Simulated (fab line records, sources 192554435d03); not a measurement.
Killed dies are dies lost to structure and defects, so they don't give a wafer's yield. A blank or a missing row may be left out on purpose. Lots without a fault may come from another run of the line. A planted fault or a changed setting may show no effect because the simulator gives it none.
Chamber matching | flow n5_finfet | N5_MOL_CONTACT_COAG_CO_FILL_22 on cvd_co-02: 3 sister chambers
The step material Co, precursor CCTBA/H2, target thk 20 nm. 6 wafers are shown with their chamber, then 6 later ones without.

WAFERS WITH THEIR CHAMBER
wafer  | chamber | heater_power_w (W)
L298.6 | 2       | 200
L299.4 | 2       | 208
L299.5 | 0       | 232
L301.2 | 0       | 236
L301.5 | 1       | 248
L304.3 | 1       | 245

WAFERS WITHOUT THEIR CHAMBER
wafer  | heater_power_w (W)
L304.4 | 246
L307.3 | 251
L307.4 | 230
L317.1 | 246
L317.4 | 225
L317.6 | 198

WHICH CHAMBER EACH WENT THROUGH
wafer  | from the rows above | in truth
L304.4 | 1                   | 1
L307.3 | 1                   | 1
L307.4 | 0                   | 0
L317.1 | 1                   | 1
L317.4 | 0                   | 0
L317.6 | 2                   | 2
Placed correctly: 6 of 6. Can't be placed from these rows: 0. Placed wrongly: 0.
How it was worked out, from the rows above alone: a wafer's distance from a chamber is the root of the sum, over the readings, of the square of ((its reading less the chamber's mean) divided by the reading's scatter). The wafer belongs to the nearest chamber; if the next one is less than 2 further off, it can't be placed. A chamber's mean is the mean of its shown wafers. The scatter: the root of (the sum of the squares of (reading less its chamber's mean) over the shown wafers, divided by (wafers less chambers)).
